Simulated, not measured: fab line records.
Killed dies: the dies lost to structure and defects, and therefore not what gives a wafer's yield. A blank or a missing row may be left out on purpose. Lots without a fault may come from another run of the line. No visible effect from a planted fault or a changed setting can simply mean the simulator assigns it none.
fab line records    flow n5_finfet
[record] lots = 5  wafers = 15  last_day = 19
route steps=1938 shown GATE_CUT@484 BEOL_M4@1111 PASSIVATION@1936
lots with no fault: from the same line, run without faults
start_h: start of the lot's first displayed wafer, in hours after the record's first day    wait_h: hours from the lot's prior step to this one    " identical to the entry in the row above    L1.1+2: one row covering several wafers at once    - either no value or no given start    * or withheld: withheld    < > ~ a bound
route shown NAME@n: names a module that has steps shown in the file, with the first one's number in the route    usual: mean/standard deviation taken from wafers without a fault    same: alike in all rows    chamber/n: place in a boat    sites: readings site by site    _std_site: standard deviation of those values    _edge_site: outer sites' mean less inner sites'    radius_mm: how far each site lies from the wafer's centre    mask NAME#n: copy n    behind: the most recent tool/chamber to have shaped the wafer    hold: what put the lot on hold/how long, in hours/how the hold closed    device: which transistor (n, p or np) failed to switch    end of line: tests run on the same wafers once the route is complete    where a step has no rows: the recipe by itself    killed: dies that structure and defects cost at the first sort, which is not the same as the wafer's yield    map: per-die view of a wafer (x killed, . not killed, _ where there is no die)
set.NAME: the setting as run; set.NAME@STEP: as run at that earlier step    model.NAME: the simulator's own value behind a step, which no gauge read
certain route steps with their lots: each step a table, each wafer a row
services: when a tool's chamber went out of use (start_h, in hours from the record's first day, below 0 if earlier), for how many hours, and the reason
[[steps]]
[step N5_GATE_CUT_EXPOSE_10]
[recipe] mask_id = GATE_CUT  na = 0.33  source_shape = annular  sigma_inner = 0.35  sigma_outer = 0.8  polarization = unpolarized  target_cd_nm = 20  dose_mj = 43.25
[step N5_GATE_CUT_PEB_11]
[recipe] peb_temp_c = 100  peb_time_s = 60  resist = CAR-EUV
[step N5_GATE_CUT_DEVELOP_12]
[recipe] develop_time_s = 30  developer = TMAH  resist = CAR-EUV  rinse_liquid = surfactant_rinse  dry = air_spin  dev_temp_c = 23
[step N5_GATE_CUT_CD_MEAS_13]
[recipe] target_cd_nm = 20  landing_energy_ev = 500  detector = se_inlens
[usual] cd_nm = 20.14/0.29
[same] landing_energy_ev = 500
lot.wafer  tool       chamber  start_h  wait_h  cd_nm
L247.1     cd_sem-01  0        103.80   -       20.04
L247.2     "          0        "        "       20.14
L247.3     "          0        "        "       19.65
L255.2     cd_sem-02  0        146.84   -       20.12
L255.3     "          0        "        "       19.89
L255.5     "          0        "        "       19.56
L256.2     cd_sem-02  0        156.49   -       20.31
L256.3     "          0        "        "       20.40
L256.5     "          0        "        "       20.58
L257.4     cd_sem-02  0        159.51   -       19.87
L257.5     "          0        "        "       19.85
L257.6     "          0        "        "       20.26
L268.2     cd_sem-01  0        222.13   -       20.03
L268.3     "          0        "        "       20.24
L268.6     "          0        "        "       19.95
[step N5_GATE_CUT_OVL_MEAS_14]
[recipe] points_per_wafer = 522
[usual] GATE_CUT_OVL = -0.6/0.63
lot.wafer  tool        chamber  start_h  wait_h  GATE_CUT_OVL[nm]
L247.1     overlay-02  0        103.83   0.0     -0.2
L247.2     "           0        "        "       -0.8
L247.3     "           0        "        "       -0.7
L255.2     overlay-02  0        146.87   0.0     -1.9
L255.3     "           0        "        "       -0.8
L255.5     "           0        "        "       -0.6
L256.2     overlay-01  0        156.53   0.0     -0.1
L256.3     "           0        "        "       -0.7
L256.5     "           0        "        "       0.2
L257.4     overlay-01  0        159.55   0.0     -1.3
L257.5     "           0        "        "       -0.8
L257.6     "           0        "        "       -0.2
L268.2     overlay-02  0        222.16   0.0     -0.7
L268.3     "           0        "        "       0.2
L268.6     "           0        "        "       -0.4
[step N5_GATE_CUT_INSPECT_15]
[recipe] mode = adi  inspect_instrument = brightfield
[usual] raw_defect_count = 130/39
lot.wafer  tool               chamber  start_h  wait_h  raw_defect_count
L247.1     defect_inspect-01  -        103.89   0.1     156
L247.2     "                  -        "        "       127
L247.3     "                  -        "        "       201
L255.2     defect_inspect-02  -        146.92   0.0     101
L255.3     "                  -        "        "       68
L255.5     "                  -        "        "       104
L256.2     defect_inspect-02  -        156.58   0.0     79
L256.3     "                  -        "        "       130
L256.5     "                  -        "        "       88
L257.4     defect_inspect-01  -        159.59   0.0     123
L257.5     "                  -        "        "       120
L257.6     "                  -        "        "       89
L268.2     defect_inspect-01  -        222.22   0.0     148
L268.3     "                  -        "        "       102
L268.6     "                  -        "        "       123
[step N5_GATE_CUT_DESCUM_18]
[recipe] chemistry = O2  time_s = 7  source_power_w = 50  bias_power_w = 20  pressure_mtorr = 20  rf_frequency_hz = 2.712e+07  temp_c = 40  resist = CAR-EUV  o2_flow_sccm = 225
[usual] drypump_motor_current_A = 5.5/0.46  oes_product_au = 0.80/0.099  rf_vpp_V = 243.0/1.4  showerhead_plenum_p_Torr = 2.07/0.071  throttle_valve_pct = 20.46/0.22
lot.wafer  tool         chamber  start_h  wait_h  drypump_motor_current_A  oes_product_au  rf_hours_counter_h  rf_vpp_V  showerhead_plenum_p_Torr  throttle_valve_pct
L247.1     rie_diel-04  3        103.93   0.0     6.4                      0.78            122                 242.2     2.08                      20.48
L247.2     "            1        "        "       5.7                      0.82            116                 242.8     2.11                      20.50
L247.3     "            1        "        "       5.6                      0.82            -                   243.1     2.11                      20.49
L255.2     rie_diel-03  1        146.96   0.0     5.6                      0.74            189                 242.4     2.09                      20.72
L255.3     "            0        "        "       5.0                      0.95            14                  245.5     2.22                      20.18
L255.5     "            0        "        "       5.0                      0.95            -                   245.8     2.22                      20.19
L256.2     rie_diel-01  2        156.62   0.0     5.4                      0.94            14                  242.9     2.05                      20.22
L256.3     "            1        "        "       5.1                      0.74            150                 243.1     1.99                      20.74
L256.5     "            1        "        "       5.1                      0.74            -                   241.6     1.99                      20.74
L257.4     rie_diel-01  3        159.64   0.1     5.6                      0.98            -                   243.7     2.16                      20.07
L257.5     "            1        "        "       5.1                      0.75            -                   241.7     1.99                      20.72
L257.6     "            2        "        "       5.4                      0.94            -                   242.7     2.05                      20.24
L268.2     rie_diel-01  1        222.25   0.0     5.1                      0.73            171                 241.9     1.99                      20.79
L268.3     "            3        "        "       5.6                      0.90            22                  244.5     2.16                      20.12
L268.6     "            2        "        "       5.4                      0.89            -                   242.6     2.05                      20.28
[step N5_GATE_CUT_ETCH_28]
[recipe] chemistry = N2/H2  target = underlayer  target_depth_a = 130  mask_material = CAR-EUV  time_s = 10.4  ion_energy_ev = 200  pressure_mtorr = 30  source_w = 840  bias_w = 150  n2_flow_sccm = 200  h2_flow_sccm = 200  ends = cleared
[usual] drypump_motor_current_A = 5.5/0.46  etch_rf_on_time_s = 10.4/0.31  oes_product_au = 0.69/0.088  rf_vpp_V = 523.5/2.4  showerhead_plenum_p_Torr = 2.52/0.079  throttle_valve_pct = 17.86/0.3
lot.wafer  tool         chamber  start_h  wait_h  drypump_motor_current_A  etch_rf_on_time_s  oes_product_au  rf_hours_counter_h  rf_vpp_V  showerhead_plenum_p_Torr  throttle_valve_pct
L247.1     rie_diel-04  3        103.98   0.0     6.4                      10.1               0.67            122                 524.8     2.57                      18.20
L247.2     "            1        "        "       5.7                      10.2               0.70            116                 524.6     2.54                      17.72
L247.3     "            1        "        "       5.7                      10.2               0.69            -                   524.5     2.54                      17.74
L255.2     rie_diel-03  1        146.99   0.0     5.6                      10.1               0.63            189                 523.9     2.52                      18.11
L255.3     "            0        "        "       5.0                      10.4               0.81            14                  529.1     2.67                      17.34
L255.5     "            0        "        "       5.0                      10.4               0.81            -                   529.1     2.67                      17.34
L256.2     rie_diel-01  2        156.65   0.0     5.5                      10.6               0.81            14                  522.0     2.47                      17.55
L256.3     "            1        "        "       5.1                      10.7               0.64            150                 522.3     2.42                      18.15
L256.5     "            1        "        "       5.1                      10.8               0.63            -                   523.5     2.42                      18.14
L257.4     rie_diel-01  3        159.67   0.0     5.6                      10.0               0.85            -                   526.0     2.58                      17.23
L257.5     "            1        "        "       5.1                      10.8               0.63            -                   522.2     2.42                      18.14
L257.6     "            2        "        "       5.5                      10.6               0.80            -                   523.6     2.47                      17.53
L268.2     rie_diel-01  1        222.28   0.0     5.1                      11.0               0.61            171                 519.1     2.41                      18.17
L268.3     "            3        "        "       5.6                      10.0               0.80            22                  523.4     2.57                      17.29
L268.6     "            2        "        "       5.4                      10.8               0.76            -                   521.9     2.47                      17.57
[step N5_GATE_CUT_ETCH_36]
[recipe] chemistry = CF4  target = SiARC  target_depth_a = 130  mask_material = CAR-EUV  time_s = 21.7  ion_energy_ev = 80  pressure_mtorr = 40  source_w = 545  bias_w = 36  Ar_flow_sccm = 100  cf4_flow_sccm = 100  ends = cleared
[usual] drypump_motor_current_A = 5.5/0.46  etch_rf_on_time_s = 21.8/0.73  mfc_ar_sccm = 100.0/0.31  oes_product_au = 0.69/0.089  rf_vpp_V = 183.9/1.1  showerhead_plenum_p_Torr = 2.13/0.073  throttle_valve_pct = 15.63/0.22
lot.wafer  tool         chamber  start_h  wait_h  drypump_motor_current_A  etch_rf_on_time_s  mfc_ar_sccm  oes_product_au  rf_hours_counter_h  rf_vpp_V  showerhead_plenum_p_Torr  throttle_valve_pct
L247.1     rie_diel-04  3        104.01   0.0     6.4                      21.0               100.0        0.67            122                 184.4     2.14                      15.69
L247.2     "            1        "        "       5.7                      21.7               99.7         0.70            116                 183.3     2.15                      15.63
L247.3     "            1        "        "       5.7                      21.8               99.8         0.70            -                   184.1     2.15                      15.63
L255.2     rie_diel-03  1        147.01   0.0     5.6                      21.3               100.1        0.63            189                 184.0     2.13                      15.85
L255.3     "            0        "        "       5.0                      21.8               99.8         0.81            14                  185.8     2.27                      15.33
L255.5     "            0        "        "       5.0                      21.7               100.3        0.80            -                   185.4     2.28                      15.34
L256.2     rie_diel-01  2        156.67   0.0     5.4                      22.5               100.4        0.80            14                  184.3     2.09                      15.26
L256.3     "            1        "        "       5.1                      23.1               99.8         0.62            150                 183.0     2.06                      15.88
L256.5     "            1        "        "       5.1                      23.1               99.5         0.62            -                   183.1     2.06                      15.90
L257.4     rie_diel-01  3        159.69   0.0     5.6                      20.3               100.2        0.86            -                   183.7     2.21                      15.24
L257.5     "            1        "        "       5.1                      23.1               99.9         0.62            -                   182.4     2.06                      15.90
L257.6     "            2        "        "       5.5                      22.2               100.1        0.80            -                   184.5     2.09                      15.27
L268.2     rie_diel-01  1        222.30   0.0     5.1                      23.1               99.7         0.61            171                 184.1     2.06                      15.94
L268.3     "            3        "        "       5.6                      20.7               99.6         0.79            22                  184.1     2.20                      15.29
L268.6     "            2        "        "       5.5                      22.5               100.3        0.76            -                   182.8     2.08                      15.30
[step N5_GATE_CUT_ETCH_37]
[recipe] chemistry = N2/H2  target = SOC  target_depth_a = 600  overetch_a = 120  mask_material = SiARC  temp_c = 40  time_s = 90  ion_energy_ev = 200  pressure_mtorr = 30  source_w = 840  bias_w = 150  n2_flow_sccm = 200  h2_flow_sccm = 200
[usual] drypump_motor_current_A = 5.5/0.46  oes_product_au = 0.72/0.087  rf_vpp_V = 523.4/2.5  showerhead_plenum_p_Torr = 2.52/0.079  throttle_valve_pct = 17.84/0.3
lot.wafer  tool         chamber  start_h  wait_h  drypump_motor_current_A  oes_product_au  rf_hours_counter_h  rf_vpp_V  showerhead_plenum_p_Torr  throttle_valve_pct
L247.1     rie_diel-04  3        104.05   0.0     6.4                      0.68            122                 525.4     2.57                      18.16
L247.2     "            1        "        "       5.7                      0.73            116                 524.3     2.54                      17.70
L247.3     "            1        "        "       5.6                      0.72            -                   524.2     2.54                      17.72
L255.2     rie_diel-03  1        147.04   0.0     5.6                      0.65            189                 522.6     2.52                      18.09
L255.3     "            0        "        "       5.0                      0.85            14                  528.5     2.67                      17.31
L255.5     "            0        "        "       5.0                      0.84            -                   529.3     2.67                      17.32
L256.2     rie_diel-01  2        156.70   0.0     5.5                      0.85            15                  521.4     2.47                      17.52
L256.3     "            1        "        "       5.1                      0.67            150                 520.6     2.42                      18.13
L256.5     "            1        "        "       5.1                      0.68            -                   520.2     2.42                      18.13
L257.4     rie_diel-01  3        159.74   0.0     5.6                      0.86            -                   525.6     2.58                      17.21
L257.5     "            1        "        "       5.0                      0.68            -                   520.7     2.42                      18.13
L257.6     "            2        "        "       5.5                      0.85            -                   523.8     2.47                      17.53
L268.2     rie_diel-01  1        222.33   0.0     5.1                      0.67            171                 521.0     2.41                      18.14
L268.3     "            3        "        "       5.6                      0.81            22                  525.7     2.57                      17.25
L268.6     "            2        "        "       5.5                      0.81            -                   522.7     2.47                      17.56
[step N5_GATE_CUT_STRIP_38]
[recipe] chemistry = N2/H2  temp_c = 40  n2_flow_sccm = 200  h2_flow_sccm = 200  rf_frequency_hz = 6e+07
[step N5_GATE_CUT_STRIP_39]
[recipe] chemistry = N2/H2  temp_c = 40  n2_flow_sccm = 200  h2_flow_sccm = 200  rf_frequency_hz = 6e+07
[step N5_GATE_CUT_HM_OPEN_40]
[recipe] chemistry = C4F6/O2  target = SiO2  mask_material = SiARC  target_depth_a = 1390  time_s = 85.1  ion_energy_ev = 250  pressure_mtorr = 30  source_w = 345  bias_w = 185  Ar_flow_sccm = 300  C4F6_flow_sccm = 10  O2_flow_sccm = 10  ends = cleared
[usual] drypump_motor_current_A = 5.5/0.46  etch_rf_on_time_s = 94.1/2.2  mfc_ar_sccm = 300.0/0.82  oes_product_au = 0.73/0.092  rf_vpp_V = 669/17  showerhead_plenum_p_Torr = 2.83/0.096  throttle_valve_pct = 20.99/0.28
lot.wafer  tool         chamber  start_h  wait_h  drypump_motor_current_A  etch_rf_on_time_s  mfc_ar_sccm  oes_product_au  rf_hours_counter_h  rf_vpp_V  showerhead_plenum_p_Torr  throttle_valve_pct
L247.1     rie_diel-04  3        104.17   0.0     6.4                      94.3               300.3        0.70            122                 658       2.86                      21.14
L247.2     "            1        "        "       5.7                      95.2               300.5        0.73            116                 679       2.85                      20.89
L247.3     "            1        "        "       5.6                      95.3               300.3        0.74            -                   679       2.85                      20.87
L255.2     rie_diel-03  1        147.12   0.0     5.6                      88.7               299.6        0.66            189                 674       2.81                      21.04
L255.3     "            0        "        "       4.9                      90.0               300.6        0.87            14                  654       3.02                      20.69
L255.5     "            0        "        "       4.9                      91.0               300.8        0.87            -                   654       3.02                      20.69
L256.2     rie_diel-01  2        156.78   0.0     5.5                      94.1               298.7        0.85            15                  703       2.77                      20.57
L256.3     "            1        "        "       5.1                      94.4               299.8        0.66            150                 673       2.76                      21.46
L256.5     "            1        "        "       5.1                      98.3               300.4        0.66            -                   673       2.76                      21.47
L257.4     rie_diel-01  3        159.82   0.0     5.6                      91.2               300.8        0.89            -                   650       2.94                      20.64
L257.5     "            1        "        "       5.1                      94.9               300.0        0.67            -                   672       2.76                      21.46
L257.6     "            2        "        "       5.5                      93.2               299.7        0.85            -                   702       2.77                      20.57
L268.2     rie_diel-01  1        222.41   0.0     5.1                      96.1               300.0        0.65            171                 672       2.75                      21.47
L268.3     "            3        "        "       5.6                      155.0              301.2        0.69            22                  649       2.93                      20.61
L268.6     "            2        "        "       5.4                      96.2               299.6        0.82            -                   702       2.76                      20.58
[step N5_GATE_CUT_STRIP_41]
[recipe] chemistry = CF4  resist = SiARC  power_w = 300  bias_power_w = 75  pressure_mtorr = 50  cf4_flow_sccm = 150  rf_frequency_hz = 6e+07
[usual] drypump_motor_current_A = 5.5/0.46  oes_product_au = 0.186/0.023  rf_vpp_V = 270.9/1.4  showerhead_plenum_p_Torr = 1.78/0.062  throttle_valve_pct = 13.59/0.23
lot.wafer  tool         chamber  start_h  wait_h  drypump_motor_current_A  oes_product_au  rf_hours_counter_h  rf_vpp_V  showerhead_plenum_p_Torr  throttle_valve_pct
L247.1     rie_diel-04  3        104.26   0.1     6.4                      0.176           122                 273.0     1.78                      13.60
L247.2     "            1        "        "       5.6                      0.181           116                 271.3     1.81                      13.61
L247.3     "            1        "        "       5.7                      0.186           -                   270.5     1.81                      13.62
L255.2     rie_diel-03  1        147.18   0.0     5.6                      0.168           189                 270.9     1.80                      13.91
L255.3     "            0        "        "       5.0                      0.219           14                  273.6     1.91                      13.28
L255.5     "            0        "        "       5.0                      0.218           -                   273.7     1.91                      13.28
L256.2     rie_diel-01  2        156.84   0.0     5.5                      0.219           15                  270.1     1.76                      13.23
L256.3     "            1        "        "       5.1                      0.171           150                 267.6     1.71                      13.79
L256.5     "            1        "        "       5.1                      0.180           -                   269.8     1.71                      13.79
L257.4     rie_diel-01  3        159.86   0.0     5.6                      0.219           -                   273.4     1.85                      13.17
L257.5     "            1        "        "       5.1                      0.177           -                   269.3     1.71                      13.79
L257.6     "            2        "        "       5.5                      0.220           -                   270.7     1.76                      13.23
L268.2     rie_diel-01  1        222.47   0.0     5.1                      0.173           171                 268.5     1.71                      13.84
L268.3     "            3        "        "       5.6                      0.214           22                  272.6     1.85                      13.23
L268.6     "            2        "        "       5.5                      0.205           -                   269.7     1.75                      13.28
[step N5_BEOL_M4_RC_MEAS_101]
[usual] DIBL_N = 36.5/2.2  DIBL_P = 36.9/2.9  IOFF_N = 0.17/0.044  IOFF_P = 0.22/0.052  ION_N = 671/16  ION_P = 461/10  SS_N = 71.6/0.73  SS_P = 73.5/0.79  VT_N = 250/4.1  VT_P = -250/4.1
lot.wafer  tool       chamber  start_h  wait_h  DIBL_N[mV/V]  DIBL_P[mV/V]  IOFF_N[nA/um]  IOFF_P[nA/um]  ION_N[uA/um]  ION_P[uA/um]  SS_N[mV/dec]  SS_P[mV/dec]  VT_N[mV]  VT_P[mV]
L247.1     prober-01  0        203.00   0.0     35.3          35.6          0.13           0.19           650           447           71.8          72.9          254       -251
L247.2     "          0        "        "       40.3          42.1          0.22           0.30           684           465           72.8          74.7          248       -249
L247.3     "          0        "        "       36.6          38.1          0.15           0.23           671           465           71.7          73.6          251       -247
L255.2     prober-02  0        252.93   0.2     39.9          42.9          0.25           0.29           687           461           72.6          75.1          242       -247
L255.3     "          0        "        "       32.7          32.2          0.11           0.14           681           461           70.8          72.2          253       -256
L255.5     "          0        "        "       36.3          38.0          0.16           0.20           672           455           71.3          74.1          249       -251
L257.4     prober-02  0        259.03   0.5     38.6          40.0          0.23           0.27           699           472           72.3          73.7          245       -246
L257.5     "          0        "        "       37.7          37.5          0.20           0.23           671           457           72.1          74.2          247       -246
L257.6     "          0        "        "       38.1          40.1          0.22           0.29           689           473           71.1          74.0          245       -243
L256.2     prober-01  0        261.03   0.2     38.5          38.8          0.19           0.25           689           468           71.5          73.4          249       -248
L256.3     "          0        "        "       36.3          35.6          0.15           0.17           661           452           71.4          73.6          252       -252
L256.5     "          0        "        "       32.8          31.6          0.10           0.13           649           450           69.6          72.7          255       -257
L268.2     prober-01  0        340.49   0.2     36.1          36.9          0.15           0.20           665           458           72.1          73.8          252       -250
L268.3     "          0        "        "       32.0          32.2          0.09           0.14           651           451           69.6          72.0          256       -254
L268.6     "          0        "        "       36.4          37.6          0.15           0.21           662           450           71.4          73.3          248       -250
[step N5_PASSIVATION_PROBE_49]
[usual] defect_limited_yield = 91.3/1.4  killed_at_M0_to_M3 = 36/10  killed_at_M4_up = 13/5.4  killed_at_contacts = 12/5.3  killed_at_front_end = 39/10  killed_at_other = 3.2/2.7  killed_dies = 103/16  killed_open = 68/13  killed_short = 33/6.6  sort_bin_5_function = 5.1/0.92  sort_bin_6_memory = 3.3/0.68  sort_bin_8_speed = 0.1/0.41  sort_n_pass = 1077/17
[same] gross_dies = 1180  killed_at_back_side = 0  sort_bin_4_leakage[%] = 0
lot.wafer  tool       chamber  start_h  wait_h  defect_limited_yield[%]  killed_at_M0_to_M3  killed_at_M4_up  killed_at_contacts  killed_at_front_end  killed_at_other  killed_dies  killed_open  killed_short  sort_bin_5_function[%]  sort_bin_6_memory[%]  sort_bin_8_speed[%]  sort_n_pass
L247.1     prober-01  -        307.44   0.2     87.9                     39                  17               18                  67                   2                143          98           45            7.4                     4.6                   0                    1037
L247.2     prober-01  -        307.49   0.2     91.9                     34                  4                15                  36                   7                96           63           31            4.7                     3.1                   0                    1084
L247.3     prober-01  -        307.54   0.3     92.3                     24                  16               11                  37                   3                91           53           37            4.2                     3.1                   0                    1089
L255.2     prober-01  -        351.64   0.1     90.9                     30                  15               17                  43                   2                107          68           37            6.1                     2.6                   0                    1073
L255.3     prober-01  -        351.69   0.1     92.1                     29                  19               9                   30                   6                93           57           33            3.8                     3.6                   0                    1087
L255.5     prober-01  -        351.79   0.2     91.5                     37                  15               22                  25                   1                100          66           32            5.1                     3.3                   0                    1080
L257.4     prober-01  -        365.76   0.3     91.2                     28                  21               6                   41                   8                104          76           21            5.3                     2.8                   0                    1076
L257.5     prober-01  -        365.81   0.4     89.7                     53                  20               21                  26                   2                122          74           45            5.9                     4.1                   0                    1058
L257.6     prober-01  -        365.86   0.4     90.5                     37                  18               8                   41                   8                112          75           31            5.0                     4.3                   0                    1068
L256.2     prober-02  -        380.85   0.1     90.5                     31                  22               3                   42                   14               112          69           40            5.8                     3.1                   0.2                  1068
L256.3     prober-02  -        380.90   0.1     90.7                     45                  12               9                   40                   4                110          73           35            5.6                     3.2                   0.2                  1070
L256.5     prober-02  -        381.00   0.2     89.2                     46                  15               7                   58                   2                128          84           41            6.8                     3.6                   0                    1052
L268.2     prober-02  -        449.72   0.1     92.6                     30                  9                12                  33                   3                87           52           35            4.6                     2.5                   0                    1093
L268.3     prober-02  -        449.77   0.1     91.6                     32                  9                9                   44                   5                99           55           32            4.3                     2.8                   0                    1081
L268.6     prober-02  -        449.92   0.3     92.2                     40                  11               6                   35                   0                92           57           35            4.8                     2.7                   0                    1088
// killed by level:class
L247.1 STI_FIN_REVEAL:geometric_particle:open=19 BEOL_M0_SAQP:geometric_particle:short=18 FIN_SAQP:geometric_particle:open=16 BEOL_M0_SAQP:geometric_particle:open=14 MOL_CONTACT_COAG:geometric_particle:open=12 BEOL_M4:geometric_particle:open=12 GATE_CUT:geometric_particle:open=7 MOL_CONTACT_COAG:geometric_particle:short=6
L247.2 MOL_CONTACT_COAG:geometric_particle:open=12 BEOL_M0_SAQP:geometric_particle:short=10 FIN_SAQP:geometric_particle:short=9 BEOL_M0_SAQP:geometric_particle:open=9 FIN_SAQP:geometric_particle:open=7 STI_FIN_REVEAL:geometric_particle:open=7 BEOL_M3:geometric_particle:open=5 BEOL_M2:geometric_particle:open=4
L247.3 STI_FIN_REVEAL:geometric_particle:open=12 BEOL_M0_SAQP:geometric_particle:short=12 BEOL_M4:geometric_particle:open=10 MOL_CONTACT_COAG:geometric_particle:open=8 GATE_CUT:geometric_particle:short=6 STARTING-WAFER:geometric_particle:short=6 BEOL_M1:geometric_particle:open=5 FIN_SAQP:geometric_particle:short=3
L255.2 MOL_CONTACT_COAG:geometric_particle:open=11 FIN_SAQP:geometric_particle:short=9 FIN_SAQP:geometric_particle:open=9 BEOL_M2:geometric_particle:open=9 STI_FIN_REVEAL:geometric_particle:open=6 MOL_CONTACT_COAG:geometric_particle:short=6 BEOL_M0:geometric_particle:open=5 BEOL_M0_SAQP:geometric_particle:open=5
L255.3 MOL_CONTACT_COAG:geometric_particle:open=8 BEOL_M2:geometric_particle:open=8 FIN_SAQP:geometric_particle:short=6 BEOL_M0_SAQP:geometric_particle:short=6 BEOL_M4:geometric_particle:open=5 FIN_SAQP:geometric_particle:open=4 STI_FIN_REVEAL:geometric_particle:open=4 BEOL_M0_SAQP:geometric_particle:open=4
L255.5 MOL_CONTACT_COAG:geometric_particle:open=18 BEOL_M0_SAQP:geometric_particle:short=9 BEOL_M0:geometric_particle:open=7 BEOL_M2:geometric_particle:open=7 DUMMY_GATE:geometric_particle:open=6 BEOL_M0_SAQP:geometric_particle:open=6 BEOL_M4:geometric_particle:open=6 FIN_SAQP:geometric_particle:open=5
L257.4 BEOL_M4:geometric_particle:open=14 BEOL_M0_SAQP:geometric_particle:open=10 FIN_SAQP:geometric_particle:open=8 HKMG_FIN:area_etch=7 STI_FIN_REVEAL:geometric_particle:open=6 BEOL_M2:geometric_particle:open=5 BEOL_M3:geometric_particle:open=5 DUMMY_GATE:geometric_particle:open=4
L257.5 BEOL_M0_SAQP:geometric_particle:short=15 MOL_CONTACT_COAG:geometric_particle:open=12 FIN_SAQP:geometric_particle:open=11 BEOL_M0_SAQP:geometric_particle:open=11 BEOL_M3:geometric_particle:open=10 MOL_CONTACT_COAG:geometric_particle:short=9 BEOL_M2:geometric_particle:open=8 BEOL_M4:geometric_particle:open=6
L257.6 FIN_SAQP:geometric_particle:open=18 BEOL_M0_SAQP:geometric_particle:open=11 BEOL_M0_SAQP:geometric_particle:short=8 BEOL_M4:geometric_particle:open=8 MOL_CONTACT_COAG:geometric_particle:open=7 FIN_SAQP:geometric_particle:short=5 BEOL_M3:geometric_particle:open=5 BEOL_M2:geometric_particle:open=4
L256.2 FIN_SAQP:geometric_particle:open=12 FIN_SAQP:geometric_particle:short=11 MIM_TOP_ETCH:geometric_particle:open=10 BEOL_M0_SAQP:geometric_particle:short=9 BEOL_M4:geometric_particle:open=9 BEOL_M2:geometric_particle:open=7 STI_FIN_REVEAL:geometric_particle:open=6 STI_FIN_REVEAL:geometric_particle:short=3
L256.3 FIN_SAQP:geometric_particle:open=13 BEOL_M0_SAQP:geometric_particle:open=11 BEOL_M0_SAQP:geometric_particle:short=9 FIN_SAQP:geometric_particle:short=8 BEOL_M2:geometric_particle:open=8 MOL_CONTACT_COAG:geometric_particle:open=7 BEOL_M4:geometric_particle:open=7 BEOL_M1:geometric_particle:open=4
L256.5 FIN_SAQP:geometric_particle:short=16 FIN_SAQP:geometric_particle:open=14 BEOL_M3:geometric_particle:open=11 STI_FIN_REVEAL:geometric_particle:open=10 BEOL_M1:geometric_particle:open=9 BEOL_M2:geometric_particle:open=7 GATE_CUT:geometric_particle:short=6 BEOL_M0_SAQP:geometric_particle:open=6
L268.2 BEOL_M0_SAQP:geometric_particle:open=8 MOL_CONTACT_COAG:geometric_particle:open=7 FIN_SAQP:geometric_particle:short=6 BEOL_M0_SAQP:geometric_particle:short=6 FIN_SAQP:geometric_particle:open=5 STI_FIN_REVEAL:geometric_particle:open=5 MOL_CONTACT_COAG:geometric_particle:short=5 DUMMY_GATE:geometric_particle:open=4
L268.3 HKMG_FIN:area_etch=10 MOL_CONTACT_COAG:geometric_particle:open=8 BEOL_M2:geometric_particle:open=8 BEOL_M3:geometric_particle:open=7 GATE_CUT:geometric_particle:short=6 BEOL_M0_SAQP:geometric_particle:short=6 STI_FIN_REVEAL:geometric_particle:open=5 STARTING-WAFER:geometric_particle:open=5
L268.6 BEOL_M0_SAQP:geometric_particle:short=14 BEOL_M0_SAQP:geometric_particle:open=9 GATE_CUT:geometric_particle:open=6 DUMMY_GATE:geometric_particle:open=5 MOL_CONTACT_COAG:geometric_particle:open=5 GATE_CUT:geometric_particle:short=4 STARTING-WAFER:geometric_particle:open=4 BEOL_M1:geometric_particle:open=4
[[services]]
tool         chamber  start_h  hours  kind
rie_diel-03  0        92.95    -      clean
rie_diel-03  0        92.95    -      consumable_replace:focus_ring
rie_diel-03  0        92.95    -      consumable_replace:showerhead
rie_diel-03  0        92.95    12.8   scheduled_down
rie_diel-03  0        92.95    12.8   vent_cycle
rie_diel-04  0        93.96    -      clean
rie_diel-04  0        93.96    -      consumable_replace:focus_ring
rie_diel-04  2        96.27    15.7   repair
rie_diel-01  2        99.32    -      clean
rie_diel-01  2        99.32    -      consumable_replace:focus_ring
rie_diel-01  2        99.32    21.5   scheduled_down
rie_diel-01  2        99.32    21.5   vent_cycle
rie_diel-01  3        128.89   -      clean
rie_diel-01  3        128.89   -      consumable_replace:focus_ring
rie_diel-01  3        128.89   24.4   scheduled_down
rie_diel-01  3        128.89   24.4   vent_cycle
rie_diel-04  -        136.35   1.1    repair
rie_diel-04  0        152.81   8.1    repair
rie_diel-01  0        153.30   -      clean
rie_diel-01  0        153.30   -      consumable_replace:focus_ring
rie_diel-01  0        153.30   -      consumable_replace:showerhead
rie_diel-01  0        153.30   29.5   scheduled_down
rie_diel-01  0        153.30   29.5   vent_cycle
rie_diel-04  -        167.56   0.5    repair
[[key]]
[first_sign] step = N5_GATE_CUT_HM_OPEN_40  reading = etch_rf_on_time_s  direction = up  sigmas = 28  usual = *  struck = *
effect none on later readings
met_at N5_GATE_CUT_HM_OPEN_40
struck_wafers L268.3
[baseline_loss] step = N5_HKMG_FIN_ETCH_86  wafers = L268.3
onset_between 159.82 222.41
[fault] kind = process_parameter_drift  tool = rie_diel-01  chamber = -  onset_h = 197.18  steps = N5_GATE_CUT_HM_OPEN_40  channel = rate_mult  offset = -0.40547  shape = step  end_h = 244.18  scope = struck_wafers_only
// baseline_loss: these wafers lose ten dies or more at that step, a loss of the line's own and not of a fault; the sort's usual values leave them out
